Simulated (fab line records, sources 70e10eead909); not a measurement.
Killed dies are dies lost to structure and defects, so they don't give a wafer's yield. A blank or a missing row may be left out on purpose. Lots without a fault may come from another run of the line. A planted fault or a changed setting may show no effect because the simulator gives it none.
Chamber matching | flow nand_harc | NHARC_A_CHANNEL_FILL_D1_ALD_25 on ald_hk-03: 4 sister chambers
The step deposits SiOx, target thk 60 nm, pulse time 10 s, ald cycles 600. 18 wafers are shown with their chamber, then 9 later ones without.

WAFERS WITH THEIR CHAMBER
wafer  | chamber | heater_power_w (W) | precursor_pulse_height_rel
L075.2 | 0       | 401                | 1.021
L075.3 | 3       | 449                | 1.016
L075.4 | 2       | 460                | 0.995
L075.5 | 3       | 455                | 0.963
L075.1 | 1       | 526                | 1.002
L075.6 | 0       | 415                | 1.031
L077.1 | 0       | 412                | 0.973
L077.3 | 3       | 440                | 1.016
L077.5 | 2       | 462                | 1.014
L079.1 | 0       | 413                | 1.000
L079.2 | 1       | 526                | 0.968
L079.3 | 2       | 445                | 1.021
L081.4 | 2       | 465                | 1.010
L081.5 | 1       | 525                | 1.023
L081.6 | 2       | 448                | 0.991
L085.1 | 3       | 448                | 0.993
L085.3 | 2       | 446                | 0.982
L085.5 | 3       | 458                | 0.997

SIGNATURES (means of the wafers above)
reading                    | chamber 0 | chamber 1 | chamber 2 | chamber 3 | scatter within a chamber
heater_power_w             | 410.25    | 525.67    | 454.33    | 450.00    | 7.15
precursor_pulse_height_rel | 1.00625   | 0.99767   | 1.00217   | 0.99700   | 0.0216
Rule: a wafer's distance from a chamber is the root of the sum, over the readings, of the square of ((its reading less the chamber's mean) divided by the reading's scatter). The wafer belongs to the nearest chamber; if the next one is less than 2 further off, it can't be placed. The scatter: the root of (the sum of the squares of (reading less its chamber's mean) over the shown wafers, divided by (wafers less chambers)).

WAFERS WITHOUT THEIR CHAMBER
wafer  | heater_power_w (W) | precursor_pulse_height_rel
L087.3 | 444                | 1.028
L087.2 | 534                | 0.978
L087.5 | 453                | 0.984
L088.1 | 531                | 1.007
L088.3 | 426                | 1.007
L088.6 | 444                | 1.020
L091.4 | 420                | 0.991
L091.5 | 438                | 0.991
L091.6 | 536                | 1.004

WHICH CHAMBER EACH WENT THROUGH
wafer  | from the rows above          | in truth
L087.3 | can't be placed: 3 or 2      | 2
L087.2 | 1                            | 1
L087.5 | can't be placed: 3 or 2      | 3
L088.1 | 1                            | 1
L088.3 | can't be placed: 0 or 3 or 2 | 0
L088.6 | can't be placed: 3 or 2      | 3
L091.4 | 0                            | 0
L091.5 | can't be placed: 3 or 2      | 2
L091.6 | 1                            | 1
Placed correctly: 4 of 9. Can't be placed from these rows: 5 (the true chamber is among the candidates in 5). Placed wrongly: 0.
